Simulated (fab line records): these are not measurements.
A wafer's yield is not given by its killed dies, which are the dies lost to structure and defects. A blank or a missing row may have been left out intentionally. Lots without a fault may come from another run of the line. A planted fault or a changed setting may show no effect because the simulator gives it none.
fab line records ; flow n5-finfet
record: lots: 7; wafers: 21
route steps=1938 shown BEOL_M0@726 BEOL_M1@751 BEOL_M2@881 BEOL_M3@938 BEOL_M5@1123
start-h: hours from the record's first day to the start of the lot's first wafer shown ; wait-h: hours from the lot's prior step to this one ; " as in the row above ; L1.1+2: one row covering several wafers at once ; - either no value or no given start ; * or withheld: withheld ; < > ~ a bound
route shown NAME@n: a module of which the file shows steps, and the number in the route of the first ; usual: average and standard deviation across the fault-free wafers ; same: alike in all rows ; chamber/n: place in a boat ; sites: readings site by site ; _std_site: how widely they spread, as a standard deviation ; _edge_site: the outer-site mean with the inner-site mean subtracted ; radius-mm: how far each site lies from the wafer's centre ; mask NAME#n: copy n ; behind: tool/chamber where the wafer was last shaped ; hold: the reason the lot was held/the length of the hold in hours/how it ended ; device: whichever transistor did not switch (one of n, p or np) ; end of line: the tests these same wafers got at the end of their route ; a step with no rows: only its recipe ; killed: count of dies lost to structure and defects at first sort (not the wafer's yield) ; map: a wafer's dies, marking killed ones x, the rest . and places with no die _
set.NAME: the setting as run; set.NAME@STEP: as run at that earlier step ; model.NAME: the simulator's own value behind a step, which no gauge read
lots where settings were altered on purpose, with a table for each step and a row for each wafer
== steps ==
step: N5_BEOL_M0_ETCH_109
recipe: chemistry: CH3F/O2; target-depth-a: 80; overetch-a: 24; target: SiCN; time-s: 27.4; ion-energy-ev: 120; pressure-mtorr: 30; source-w: 395; bias-w: 75; Ar_flow_sccm: 150; CH3F_flow_sccm: 30; O2_flow_sccm: 20
usual: rf-vpp-V: 297.5/1.2
lot.wafer;tool;chamber;start-h;wait-h;set.bias-w;rf-vpp-V
L078.3;rie-diel-04;1;139.42;0.6;75;298.9
L078.5;rie-diel-04;0;139.42;0.6;75;296.5
L078.6;rie-diel-04;3;139.42;0.6;75;298.5
L081.1;rie-diel-01;2;172.27;0.5;85.56;323.3
L081.2;rie-diel-01;1;172.27;0.5;75;295.5
L081.4;rie-diel-01;3;172.27;0.5;75;297.0
L084.1;rie-diel-03;0;185.85;0.0;75;297.2
L084.3;rie-diel-03;2;185.85;0.0;75;297.7
L084.5;rie-diel-03;3;185.85;0.0;75;296.9
L083.2;rie-diel-03;2;188.47;0.3;75;296.7
L083.5;rie-diel-03;0;188.47;0.3;75;297.1
L083.6;rie-diel-03;2;188.47;0.3;75;296.8
L082.1;rie-diel-03;3;188.61;0.0;65.86;273.9
L082.3;rie-diel-03;0;188.61;0.0;65.86;275.4
L082.6;rie-diel-03;2;188.61;0.0;75;296.9
L096.2;rie-diel-01;0;255.08;0.0;75;299.9
L096.3;rie-diel-01;1;255.08;0.0;79.96;308.6
L096.6;rie-diel-01;0;255.08;0.0;75;300.6
L097.2;rie-diel-01;3;258.83;0.0;75;297.8
L097.3;rie-diel-01;0;258.83;0.0;84.41;322.3
L097.4;rie-diel-01;1;258.83;0.0;84.41;319.9
step: N5_BEOL_M1_ILD_DEP_00
recipe: material: SiOC; target-thk-a: 790; temp-c: 350; precursor: DEMS/O2; pressure-torr: 5; rf-w: 500; time-s: 15.3
lot.wafer;tool;chamber;start-h;wait-h;set.time-s;model.SiOC_of_BEOL_M1_ILD_DEP_00.thk-nm
L078.3;pecvd-01;0;143.97;0.0;15.3;78.6
L078.5;pecvd-01;2;143.97;0.0;14.43;75.6
L078.6;pecvd-01;0;143.97;0.0;15.3;79.8
L081.1;pecvd-03;1;175.75;0.0;15.3;77.8
L081.2;pecvd-03;0;175.75;0.0;15.3;78.4
L081.4;pecvd-03;1;175.75;0.0;15.3;79.4
L084.1;pecvd-03;2;188.12;0.0;15.3;77.6
L084.3;pecvd-03;0;188.12;0.0;15.3;77.2
L084.5;pecvd-03;2;188.12;0.0;16.78;86
L083.2;pecvd-02;0;190.81;0.0;15.3;78.8
L083.5;pecvd-02;2;190.81;0.0;15.3;80
L083.6;pecvd-02;1;190.81;0.0;15.3;79.6
L082.1;pecvd-03;2;191.30;0.0;16.96;87.2
L082.3;pecvd-03;0;191.30;0.0;15.3;78.8
L082.6;pecvd-03;0;191.30;0.0;15.3;79.4
L096.2;pecvd-03;2;258.09;0.0;15.3;78.8
L096.3;pecvd-03;0;258.09;0.0;15.3;78.2
L096.6;pecvd-03;2;258.09;0.0;15.3;79.8
L097.2;pecvd-01;1;261.26;0.0;17.18;87.2
L097.3;pecvd-01;0;261.26;0.0;15.3;78.8
L097.4;pecvd-01;0;261.26;0.0;17.18;89.4
step: N5_BEOL_M1_THK_MEAS_01
recipe: reads: SiOC_of_BEOL_M1_ILD_DEP_00
usual: M1_ILD_THK: 78.9/1
lot.wafer;tool;chamber;start-h;wait-h;set.time-s@BEOL_M1_ILD_DEP_00;M1_ILD_THK[nm]
L078.3;film-metro-01;-;144.04;0.1;15.3;78.7
L078.5;film-metro-01;-;144.04;0.1;14.43;75.7
L078.6;film-metro-01;-;144.04;0.1;15.3;79.8
L081.1;film-metro-01;-;175.84;0.1;15.3;77.8
L081.2;film-metro-01;-;175.84;0.1;15.3;78.2
L081.4;film-metro-01;-;175.84;0.1;15.3;79.3
L084.1;film-metro-01;-;188.19;0.0;15.3;77.6
L084.3;film-metro-01;-;188.19;0.0;15.3;77.1
L084.5;film-metro-01;-;188.19;0.0;16.78;86.0
L083.2;film-metro-02;-;190.88;0.1;15.3;78.7
L083.5;film-metro-02;-;190.88;0.1;15.3;80.1
L083.6;film-metro-02;-;190.88;0.1;15.3;79.7
L082.1;film-metro-01;-;191.36;0.0;16.96;87.2
L082.3;film-metro-01;-;191.36;0.0;15.3;78.8
L082.6;film-metro-01;-;191.36;0.0;15.3;79.4
L096.2;film-metro-01;-;258.16;0.1;15.3;78.9
L096.3;film-metro-01;-;258.16;0.1;15.3;78.3
L096.6;film-metro-01;-;258.16;0.1;15.3;79.9
L097.2;film-metro-02;-;261.33;0.1;17.18;87.1
L097.3;film-metro-02;-;261.33;0.1;15.3;78.8
L097.4;film-metro-02;-;261.33;0.1;17.18;89.3
step: N5_BEOL_M1_PECVD_72
recipe: material: SiO2; target-thk-a: 160; temp-c: 400; precursor: TEOS/O2; pressure-torr: 5.5; rf-w: 450; teos-flow-sccm: 53.8; gas: O2; flow-sccm: 3000; time-s: 18
lot.wafer;tool;chamber;start-h;wait-h;set.time-s;model.SiO2_of_BEOL_M1_PECVD_72.thk-nm
L078.3;pecvd-01;2;144.07;0.0;18;16.2
L078.5;pecvd-01;1;144.07;0.0;20.63;18.6
L078.6;pecvd-01;2;144.07;0.0;20.63;18.8
L081.1+4;pecvd-02;0;175.87;0.0;18;16.2
L081.2;pecvd-02;2;175.87;0.0;18;15.8
L084.1;pecvd-01;1;188.22;0.0;18;16.2
L084.3;pecvd-01;0;188.22;0.0;16.48;14.8
L084.5;pecvd-01;0;188.22;0.0;16.48;15
L083.2+6;pecvd-01;2,1;190.92;0.0;18;16.2
L083.5;pecvd-01;2;190.92;0.0;18;16.4
L082.1;pecvd-03;0;191.40;0.0;18;15.8
L082.3;pecvd-03;2;191.40;0.0;19.82;17.2
L082.6;pecvd-03;1;191.40;0.0;18;15.6
L096.2;pecvd-01;1;258.19;0.0;18;16
L096.3+6;pecvd-01;2,0;258.19;0.0;15.6;14
L097.2;pecvd-02;2;261.37;0.0;19.72;17
L097.3;pecvd-02;1;261.37;0.0;18;15.8
L097.4;pecvd-02;2;261.37;0.0;19.72;17.2
step: N5_BEOL_M1_TRENCH_ETCH_37
recipe: chemistry: C4F6/O2; target-depth-a: 552.07; target: SiOC; time-s: 29; ion-energy-ev: 250; pressure-mtorr: 30; source-w: 355; bias-w: 185; Ar_flow_sccm: 300; C4F6_flow_sccm: 10; O2_flow_sccm: 10
lot.wafer;tool;chamber;start-h;wait-h;set.time-s;model.etch.depth-nm;model.BEOL_M1.feature-depth-nm
L078.3;rie-diel-05;3;-;-;29;54.46;54.4
L078.5;rie-diel-05;3;-;-;31.84;60.16;60.2
L078.6;rie-diel-05;0;-;-;29;54.19;54.2
L081.1;rie-diel-05;2;-;-;29;54.88;54.8
L081.2;rie-diel-05;0;-;-;29;56.15;56.2
L081.4;rie-diel-05;2;-;-;23.74;44.7;44.6
L084.1;rie-diel-02;3;-;-;29;56.58;56.6
L084.3;rie-diel-02;0;-;-;29;56.08;56
L084.5;rie-diel-02;1;-;-;31.39;58.74;58.8
L083.2;rie-diel-02;0;-;-;29;56.12;56.2
L083.5;rie-diel-02;3;-;-;29;56.52;56.6
L083.6;rie-diel-02;1;-;-;29;53.81;53.8
L082.1;rie-diel-06;0;-;-;35.08;66.83;66.8
L082.3;rie-diel-06;2;-;-;29;54.27;54.2
L082.6;rie-diel-06;0;-;-;29;55.15;55.2
L096.2;rie-diel-06;2;-;-;25.21;47.26;47.2
L096.3;rie-diel-06;3;-;-;29;55.42;55.4
L096.6;rie-diel-06;2;-;-;29;54.45;54.4
L097.2;rie-diel-06;1;-;-;22.79;42.01;42
L097.3;rie-diel-06;0;-;-;22.79;43.23;43.2
L097.4;rie-diel-06;3;-;-;29;55.28;55.2
step: N5_BEOL_M1_ETCH_41
recipe: chemistry: CH3F/O2; target: SiCN; target-depth-a: 319; taper-deg: 2; time-s: 57.8; ion-energy-ev: 120; mask-material: TiN; pressure-mtorr: 30; source-w: 395; bias-w: 75; Ar_flow_sccm: 150; CH3F_flow_sccm: 30; O2_flow_sccm: 20
step: N5_BEOL_M1_STRIP_97
recipe: chemistry: N2/H2; time-s: 10; power-w: 450; temp-c: 40; pressure-mtorr: 20; rf-frequency-hz: 6e+07; bias-power-w: 7; n2-flow-sccm: 200; h2-flow-sccm: 200
step: N5_BEOL_M1_OCD_MEAS_38
usual: trench-depth-nm: 55.1/0.96
lot.wafer;tool;chamber;start-h;wait-h;set.time-s@BEOL_M1_TRENCH_ETCH_37;trench-depth-nm
L078.3;ocd-01;-;154.25;-;29;54.4
L078.5;ocd-01;-;154.25;-;31.84;59.5
L078.6;ocd-01;-;154.25;-;29;54.1
L081.1;ocd-01;-;187.63;-;29;54.6
L081.2;ocd-01;-;187.63;-;29;56.0
L081.4;ocd-01;-;187.63;-;23.74;45.0
L084.1;ocd-02;-;191.11;-;29;56.0
L084.3;ocd-02;-;191.11;-;29;56.3
L084.5;ocd-02;-;191.11;-;31.39;59.0
L083.2;ocd-01;-;196.12;-;29;55.7
L083.5;ocd-01;-;196.12;-;29;56.5
L083.6;ocd-01;-;196.12;-;29;53.7
L082.1;ocd-02;-;199.86;-;35.08;67.0
L082.3;ocd-02;-;199.86;-;29;54.5
L082.6;ocd-02;-;199.86;-;29;55.2
L096.2;ocd-01;-;265.04;-;25.21;47.3
L096.3;ocd-01;-;265.04;-;29;55.1
L096.6;ocd-01;-;265.04;-;29;54.6
L097.2;ocd-02;-;270.03;-;22.79;42.0
L097.3;ocd-02;-;270.03;-;22.79;43.7
L097.4;ocd-02;-;270.03;-;29;55.0
step: N5_BEOL_M1_HM_STRIP_39
recipe: chemistry: peroxide-tin-strip; material: TiN; target-depth-a: 250; temp-c: 50; time-s: 158
lot.wafer;tool;chamber;start-h;wait-h;set.time-s@BEOL_M1_PECVD_72;model.SiO2_of_BEOL_M1_PECVD_72.thk-nm
L078.3;wet-bench-02;1;154.28;0.0;18;16
L078.5;wet-bench-02;2;154.28;0.0;20.63;18.4
L078.6;wet-bench-02;5;154.28;0.0;20.63;18.6
L081.1;wet-bench-02;6;187.66;0.0;18;16
L081.2;wet-bench-02;0;187.66;0.0;18;15.6
L081.4;wet-bench-02;4;187.66;0.0;18;16.2
L084.1;wet-bench-05;1;191.14;0.0;18;16
L084.3;wet-bench-05;5;191.14;0.0;16.48;14.6
L084.5;wet-bench-05;6;191.14;0.0;16.48;14.8
L083.2;wet-bench-05;0;196.15;0.0;18;16
L083.5+6;wet-bench-05;1,2;196.15;0.0;18;16.2
L082.1;wet-bench-03;3;199.89;0.0;18;15.6
L082.3;wet-bench-03;1;199.89;0.0;19.82;17
L082.6;wet-bench-03;5;199.89;0.0;18;15.4
L096.2;wet-bench-03;6;265.07;0.0;18;16
L096.3;wet-bench-03;7;265.07;0.0;15.6;14
L096.6;wet-bench-03;5;265.07;0.0;15.6;13.8
L097.2;wet-bench-05;5;270.06;0.0;19.72;16.8
L097.3;wet-bench-05;7;270.06;0.0;18;15.6
L097.4;wet-bench-05;3;270.06;0.0;19.72;17.2
step: N5_BEOL_M2_ETCH_69
recipe: chemistry: CF4; target: SiARC; target-depth-a: 156; mask-material: CAR-EUV; time-s: 26; ion-energy-ev: 80; pressure-mtorr: 40; source-w: 545; bias-w: 36; Ar_flow_sccm: 100; cf4-flow-sccm: 100; ends: cleared
usual: rf-vpp-V: 184.1/1
lot.wafer;tool;chamber;start-h;wait-h;set.bias-w;rf-vpp-V
L078.3;rie-diel-03;1;161.37;0.0;36;184.7
L078.5;rie-diel-03;3;161.37;0.0;36;184.0
L078.6;rie-diel-03;2;161.37;0.0;36;183.5
L081.1;rie-diel-03;3;193.48;0.0;36;183.9
L081.2;rie-diel-03;0;193.48;0.0;36;185.6
L081.4;rie-diel-03;3;193.48;0.0;36;183.7
L084.1;rie-diel-01;2;196.84;0.0;36;184.3
L084.3;rie-diel-01;3;196.84;0.0;36;182.9
L084.5;rie-diel-01;2;196.84;0.0;41.26;200.0
L083.2;rie-diel-04;2;202.69;0.0;36;183.3
L083.5;rie-diel-04;3;202.69;0.0;36;184.9
L083.6;rie-diel-04;2;202.69;0.0;36;183.1
L082.1;rie-diel-04;3;206.55;0.0;36;183.0
L082.3;rie-diel-04;2;206.55;0.0;36;182.2
L082.6;rie-diel-04;2;206.55;0.0;36;182.4
L096.2;rie-diel-03;0;274.65;0.0;36;185.0
L096.3;rie-diel-03;3;274.65;0.0;40.64;198.6
L096.6;rie-diel-03;0;274.65;0.0;36;185.8
L097.2;rie-diel-04;1;275.82;0.0;36;185.1
L097.3;rie-diel-04;3;275.82;0.0;36;183.2
L097.4;rie-diel-04;2;275.82;0.0;36;182.7
step: N5_BEOL_M2_TRENCH_ETCH_37
recipe: chemistry: C4F6/O2; target-depth-a: 555.55; target: SiOC; time-s: 29.2; ion-energy-ev: 250; pressure-mtorr: 30; source-w: 355; bias-w: 185; Ar_flow_sccm: 300; C4F6_flow_sccm: 10; O2_flow_sccm: 10
usual: rf-vpp-V: 664/7.5
lot.wafer;tool;chamber;start-h;wait-h;set.bias-w;rf-vpp-V
L078.3;rie-diel-01;3;-;-;169.6;618
L078.5;rie-diel-01;3;-;-;169.6;617
L078.6;rie-diel-01;2;-;-;185;668
L081.1;rie-diel-03;1;-;-;185;667
L081.2;rie-diel-03;2;-;-;205.5;720
L081.4;rie-diel-03;3;-;-;185;672
L084.1;rie-diel-04;2;-;-;185;653
L084.3;rie-diel-04;3;-;-;185;655
L084.5;rie-diel-04;3;-;-;185;655
L083.2;rie-diel-04;2;-;-;185;653
L083.5;rie-diel-04;2;-;-;185;653
L083.6;rie-diel-04;3;-;-;185;655
L082.1;rie-diel-04;0;-;-;207.9;735
L082.3;rie-diel-04;3;-;-;207.9;717
L082.6;rie-diel-04;2;-;-;185;652
L096.2;rie-diel-04;0;-;-;185;670
L096.3;rie-diel-04;3;-;-;185;655
L096.6;rie-diel-04;2;-;-;185;653
L097.2;rie-diel-03;0;-;-;163.6;598
L097.3;rie-diel-03;2;-;-;163.6;605
L097.4;rie-diel-03;2;-;-;185;664
step: N5_BEOL_M3_COAT_05
recipe: resist: CAR-EUV; spin-rpm: 1500; resist-thk-nm: 30
lot.wafer;tool;chamber;start-h;wait-h;set.spin-rpm;model.CAR-EUV_of_BEOL_M3_COAT_05.thk-nm
L078.3+5+6;litho-track-03;0;-;-;1500;30
L081.1+4;litho-track-01;0;-;-;1500;30
L081.2;litho-track-01;0;-;-;1500;29.8
L084.1;litho-track-05;0;-;-;1500;30
L084.3+5;litho-track-05;0;-;-;1593;29.2
L083.2+5+6;litho-track-03;0;-;-;1500;30
L082.1;litho-track-03;0;-;-;1577;29.2
L082.3;litho-track-03;0;-;-;1500;30
L082.6;litho-track-03;0;-;-;1500;29.8
L096.2+3;litho-track-01;0;-;-;1500;30
L096.6;litho-track-01;0;-;-;1500;30.2
L097.2+4;litho-track-01;0;-;-;1627;28.8
L097.3;litho-track-01;0;-;-;1500;30
step: N5_BEOL_M3_EBR_07
recipe: solvent: PGMEA; ebr-width-mm: 1.5
step: N5_BEOL_M3_SOFTBAKE_06
recipe: temp-c: 110; time-s: 60; resist: CAR-EUV
step: N5_BEOL_M3_DESCUM_16
recipe: chemistry: O2; time-s: 7; source-power-w: 50; bias-power-w: 20; pressure-mtorr: 20; rf-frequency-hz: 2.712e+07; temp-c: 40; resist: CAR-EUV; o2-flow-sccm: 225
step: N5_BEOL_M3_ETCH_74
recipe: chemistry: N2/H2; target: underlayer; target-depth-a: 65; mask-material: CAR-EUV; time-s: 5.2; ion-energy-ev: 200; pressure-mtorr: 30; source-w: 840; bias-w: 150; n2-flow-sccm: 200; h2-flow-sccm: 200; ends: cleared
lot.wafer;tool;chamber;start-h;wait-h;set.spin-rpm@BEOL_M3_COAT_05;model.CAR-EUV_of_BEOL_M3_COAT_05.thk-nm
L078.3+6;rie-diel-05;2;171.47;0.0;1500;20.4
L078.5;rie-diel-05;1;171.47;0.0;1500;20.2
L081.1;rie-diel-06;2;211.28;0.0;1500;20.4
L081.2+4;rie-diel-06;1,0;211.28;0.0;1500;20.2
L084.1;rie-diel-05;3;211.44;0.0;1500;20.4
L084.3;rie-diel-05;0;211.44;0.0;1593;19.6
L084.5;rie-diel-05;3;211.44;0.0;1593;19.4
L083.2+5+6;rie-diel-06;0,3,2;215.18;0.0;1500;20.4
L082.1;rie-diel-05;0;215.22;0.0;1577;19.4
L082.3+6;rie-diel-05;1,0;215.22;0.0;1500;20.2
L096.2+3+6;rie-diel-06;1,3,2;281.41;0.0;1500;20.4
L097.2+4;rie-diel-05;2,3;286.02;0.0;1627;19.2
L097.3;rie-diel-05;1;286.02;0.0;1500;20.2
step: N5_BEOL_M5_EXPOSE_08
recipe: mask-id: M5; na: 0.33; source-shape: annular; sigma-inner: 0.4; sigma-outer: 0.8; polarization: unpolarized; target-cd-nm: 28; dose-mj: 35.75
lot.wafer;tool;chamber;start-h;wait-h;mask;set.dose-mj
L078.3+5;euv-scanner-01;0;191.05;-;M5#0;38.43
L078.6;euv-scanner-01;0;191.05;-;M5#0;35.75
L081.1+2+4;euv-scanner-01;0;227.27;-;M5#0;35.75
L084.1+3+5;euv-scanner-01;0;233.07;-;M5#0;35.75
L083.2+5+6;euv-scanner-01;0;234.15;-;M5#0;35.75
L082.1;euv-scanner-02;0;236.74;-;M5#0;33.99
L082.3+6;euv-scanner-02;0;236.74;-;M5#0;35.75
L096.2+3+6;euv-scanner-02;0;306.05;-;M5#0;34.02
L097.2+3+4;euv-scanner-02;0;309.99;-;M5#0;35.75
step: N5_BEOL_M5_PEB_09
recipe: peb-temp-c: 100; peb-time-s: 60; resist: CAR-EUV
step: N5_BEOL_M5_DEVELOP_10
recipe: develop-time-s: 30; developer: TMAH; resist: CAR-EUV; rinse-liquid: surfactant-rinse; dry: air-spin; dev-temp-c: 23
step: N5_BEOL_M5_CD_MEAS_11
recipe: target-cd-nm: 27.74; landing-energy-ev: 500; detector: se-inlens
usual: cd-nm: 27.94/0.25
lot.wafer;tool;chamber;start-h;wait-h;set.dose-mj@BEOL_M5_EXPOSE_08;cd-nm
L078.3;cd-sem-03;0;191.17;-;38.43;29.39
L078.5;cd-sem-03;0;191.17;-;38.43;29.60
L078.6;cd-sem-03;0;191.17;-;35.75;27.98
L081.1;cd-sem-01;0;227.40;-;35.75;28.12
L081.2;cd-sem-01;0;227.40;-;35.75;28.32
L081.4;cd-sem-01;0;227.40;-;35.75;27.68
L084.1;cd-sem-02;0;233.20;-;35.75;28.08
L084.3;cd-sem-02;0;233.20;-;35.75;27.95
L084.5;cd-sem-02;0;233.20;-;35.75;27.75
L083.2;cd-sem-02;0;234.28;-;35.75;27.64
L083.5;cd-sem-02;0;234.28;-;35.75;27.84
L083.6;cd-sem-02;0;234.28;-;35.75;27.75
L082.1;cd-sem-03;0;236.87;-;33.99;26.76
L082.3;cd-sem-03;0;236.87;-;35.75;28.21
L082.6;cd-sem-03;0;236.87;-;35.75;27.92
L096.2;cd-sem-01;0;306.18;-;34.02;26.40
L096.3;cd-sem-01;0;306.18;-;34.02;26.94
L096.6;cd-sem-01;0;306.18;-;34.02;26.66
L097.2;cd-sem-03;0;310.11;-;35.75;28.34
L097.3;cd-sem-03;0;310.11;-;35.75;28.08
L097.4;cd-sem-03;0;310.11;-;35.75;28.24
== key ==
split: step: N5_BEOL_M0_ETCH_109; setting: bias-w; stated: 75; by: wafer
response: step: N5_BEOL_M0_ETCH_109; reading: rf-vpp-V; change: +1.83; per: 1%; r: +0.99
split: step: N5_BEOL_M1_ILD_DEP_00; setting: time-s; stated: 15.3; by: wafer
response: step: N5_BEOL_M1_ILD_DEP_00; reading: model.SiOC_of_BEOL_M1_ILD_DEP_00.thk-nm; change: +0.781; per: 1%; r: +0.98
response: step: N5_BEOL_M1_THK_MEAS_01; reading: M1_ILD_THK; change: +0.78; per: 1%; r: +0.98
split: step: N5_BEOL_M1_PECVD_72; setting: time-s; stated: 18; by: wafer
response: step: N5_BEOL_M1_PECVD_72; reading: model.SiO2_of_BEOL_M1_PECVD_72.thk-nm; change: +0.155; per: 1%; r: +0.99
response: step: N5_BEOL_M1_HM_STRIP_39; reading: model.SiO2_of_BEOL_M1_PECVD_72.thk-nm; change: +0.159; per: 1%; r: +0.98
split: step: N5_BEOL_M1_TRENCH_ETCH_37; setting: time-s; stated: 29; by: wafer
response: step: N5_BEOL_M1_TRENCH_ETCH_37; reading: model.etch.depth-nm; change: +0.575; per: 1%; r: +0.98
response: step: N5_BEOL_M1_TRENCH_ETCH_37; reading: model.BEOL_M1.feature-depth-nm; change: +0.576; per: 1%; r: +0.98
response: step: N5_BEOL_M1_OCD_MEAS_38; reading: trench-depth-nm; change: +0.561; per: 1%; r: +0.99
split: step: N5_BEOL_M2_ETCH_69; setting: bias-w; stated: 36; by: wafer
response: step: N5_BEOL_M2_ETCH_69; reading: rf-vpp-V; change: +1.08; per: 1%; r: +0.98
split: step: N5_BEOL_M2_TRENCH_ETCH_37; setting: bias-w; stated: 185; by: wafer
response: step: N5_BEOL_M2_TRENCH_ETCH_37; reading: rf-vpp-V; change: +5.45; per: 1%; r: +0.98
split: step: N5_BEOL_M3_COAT_05; setting: spin-rpm; stated: 1500; by: wafer
response: step: N5_BEOL_M3_COAT_05; reading: model.CAR-EUV_of_BEOL_M3_COAT_05.thk-nm; change: -0.137; per: 1%; r: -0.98
response: step: N5_BEOL_M3_ETCH_74; reading: model.CAR-EUV_of_BEOL_M3_COAT_05.thk-nm; change: -0.133; per: 1%; r: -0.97
split: step: N5_BEOL_M5_EXPOSE_08; setting: dose-mj; stated: 35.75; by: wafer
response: step: N5_BEOL_M5_CD_MEAS_11; reading: cd-nm; change: +0.221; per: 1%; r: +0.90
